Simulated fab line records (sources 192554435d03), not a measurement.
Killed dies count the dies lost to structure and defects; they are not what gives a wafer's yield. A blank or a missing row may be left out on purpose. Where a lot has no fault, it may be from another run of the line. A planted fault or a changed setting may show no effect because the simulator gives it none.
Split-lot experiment | flow n5 finfet | 7 lots, 39 wafers read, on a route of 1938 steps

## SPLIT DETAILS
At N5_SD_EPI_N_DEVELOP_08 (develop time 30 s), the setting develop time s was moved away from the recipe's 30 s on 12 of the 39 wafers read, by -56.8% to +49.5%. For the rest of the wafers, this setting stayed at what the recipe calls for.

No step appears in the file between the split and the reading.

## THE READING
At N5_SD_EPI_N_CD_MEAS_09: cd nm in nanometres, against a target cd of 120 nm. Typical for fault-free wafers on this fab line: 120.1 nm, with standard deviation 0.72 nm.

wafer  | tool, chamber at the split | develop time s as run, s | against the recipe | cd nm, nm | against lot-mates on the recipe
L078.1 | litho track-01, 0          | 30                       | recipe             | 121.2     | -
L078.2 | litho track-01, 0          | 35.72                    | +19.1%             | 121.3     | +0.7
L078.3 | litho track-01, 0          | 35.72                    | +19.1%             | 121.7     | +1.1
L078.4 | litho track-01, 0          | 30                       | recipe             | 119.9     | -
L078.5 | litho track-01, 0          | 35.72                    | +19.1%             | 121.6     | +1.0
L078.6 | litho track-01, 0          | 30                       | recipe             | 120.6     | -
L083.1 | litho track-05, 0          | 30                       | recipe             | 119.4     | -
L083.3 | litho track-05, 0          | 30                       | recipe             | 120.5     | -
L083.4 | litho track-05, 0          | 30                       | recipe             | 119.8     | -
L084.1 | litho track-01, 0          | 44.85                    | +49.5%             | 122.3     | +1.3
L084.2 | litho track-01, 0          | 30                       | recipe             | 120.2     | -
L084.3 | litho track-01, 0          | 44.85                    | +49.5%             | 122.3     | +1.3
L084.4 | litho track-01, 0          | 30                       | recipe             | 121.3     | -
L084.5 | litho track-01, 0          | 30                       | recipe             | 121.5     | -
L084.6 | litho track-01, 0          | 44.85                    | +49.5%             | 123.4     | +2.4
L086.1 | litho track-05, 0          | 30                       | recipe             | 119.4     | -
L086.2 | litho track-05, 0          | 30                       | recipe             | 119.4     | -
L086.3 | litho track-05, 0          | 30                       | recipe             | 119.7     | -
L086.4 | litho track-05, 0          | 30                       | recipe             | 120.2     | -
L086.5 | litho track-05, 0          | 30                       | recipe             | 118.7     | -
L086.6 | litho track-05, 0          | 30                       | recipe             | 119.7     | -
L091.1 | litho track-01, 0          | 30                       | recipe             | 119.5     | -
L091.2 | litho track-01, 0          | 25.28                    | -15.7%             | 119.0     | -0.7
L091.3 | litho track-01, 0          | 25.28                    | -15.7%             | 118.6     | -1.1
L091.4 | litho track-01, 0          | 25.28                    | -15.7%             | 119.2     | -0.5
L091.5 | litho track-01, 0          | 30                       | recipe             | 119.6     | -
L091.6 | litho track-01, 0          | 30                       | recipe             | 120.1     | -
L094.1 | litho track-01, 0          | 30                       | recipe             | 121.7     | -
L094.2 | litho track-01, 0          | 30                       | recipe             | 121.5     | -
L094.3 | litho track-01, 0          | 30                       | recipe             | 121.5     | -
L094.4 | litho track-01, 0          | 30                       | recipe             | 121.6     | -
L094.5 | litho track-01, 0          | 30                       | recipe             | 121.1     | -
L094.6 | litho track-01, 0          | 30                       | recipe             | 121.2     | -
L097.1 | litho track-02, 0          | 12.96                    | -56.8%             | 115.0     | -5.3
L097.2 | litho track-02, 0          | 30                       | recipe             | 120.9     | -
L097.3 | litho track-02, 0          | 30                       | recipe             | 120.1     | -
L097.4 | litho track-02, 0          | 12.96                    | -56.8%             | 115.9     | -4.4
L097.5 | litho track-02, 0          | 12.96                    | -56.8%             | 114.9     | -5.4
L097.6 | litho track-02, 0          | 30                       | recipe             | 119.9     | -

FIT RESULTS
A straight line over all 39 wafers: cd nm changes by +0.0712 nm for each +1% of develop time s; r = +0.88; the points scatter about the line by 0.86 nm.
The same after taking each lot's own level away (the mean of its wafers on the recipe; 39 wafers): +0.0634 nm for each +1%; r = +0.90; scatter 0.68 nm.
The reading moves by 3.6 nm for the largest change in develop time s, on that fit.
Measured against the standard deviation above, the lots' own levels, which go from 119.52 to 121.43 nm, span 2.7 times it.
Hence the slope depends on the lot-to-lot level, as the two fits are not the same.
Check: for one of the wafers moved furthest among these (-56.8%), held out of the fit, the line's prediction against its lot-mates is -3.47 nm. Against them it came out at -5.3 nm.

## ADDITIONAL SPLITS CARRIED BY THESE WAFERS
Other splits were also applied to these wafers ahead of the reading. Each is held against what the fit with the lots' levels taken away leaves over:
other split on the same wafers                    | wafers away from the commonest value | r with cd nm (lot level and that fit taken away)
N5_ZERO_LAYER_PECVD_02 time s                     | 12                                   | +0.20
N5_PMOS_HMC_CHANNEL_EPI_DEVELOP_08 develop time s | 15                                   | -0.12

## THE WHOLE CHAIN: every reading that the file lists as answering this split, in the file's order
step                     | what it does                                                       | reading                                                         | change (the file's fit)                | r (the file's)
N5_SD_EPI_N_CD_MEAS_09   | target cd 120 nm                                                   | cd nm                                                           | +0.0633 nm for each +1% of the setting | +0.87
N5_SD_EPI_N_DESCUM_14    | chemistry O2, time 7.9 s                                           | SD_EPI_N.cd nm (the simulator's own value, which no gauge read) | +0.0659 nm for each +1% of the setting | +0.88
N5_SD_EPI_N_ETCH_34      | etches SiARC in CF4, target depth 45.5 nm, time 75.8 s             | SD_EPI_N.cd nm (the simulator's own value, which no gauge read) | +0.0713 nm for each +1% of the setting | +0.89
N5_SD_EPI_N_ETCH_35      | etches SOC in N2/H2, overetch 108 nm, time 486 s                   | SD_EPI_N.cd nm (the simulator's own value, which no gauge read) | +0.0874 nm for each +1% of the setting | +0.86
N5_SD_EPI_N_ETCHBACK_44  | etches SiNx in CH3F/O2, stops on SiO2, target depth 14.5 nm        | SD_EPI_N.cd nm (the simulator's own value, which no gauge read) | +0.0878 nm for each +1% of the setting | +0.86
N5_SD_EPI_N_ETCH_45      | etches SiOCN in CH3F/O2, target depth 6 nm                         | SD_EPI_N.cd nm (the simulator's own value, which no gauge read) | +0.0863 nm for each +1% of the setting | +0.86
N5_SD_EPI_N_SD_RECESS_17 | chemistry HBr/Cl2/O2, target depth 41 nm, time 23.7 s, bt time 3 s | SD_EPI_N.cd nm (the simulator's own value, which no gauge read) | +0.0893 nm for each +1% of the setting | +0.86

## THE FILE'S OWN FIT
cd nm changes by +0.0633 nm for each +1% of develop time s, r = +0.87.
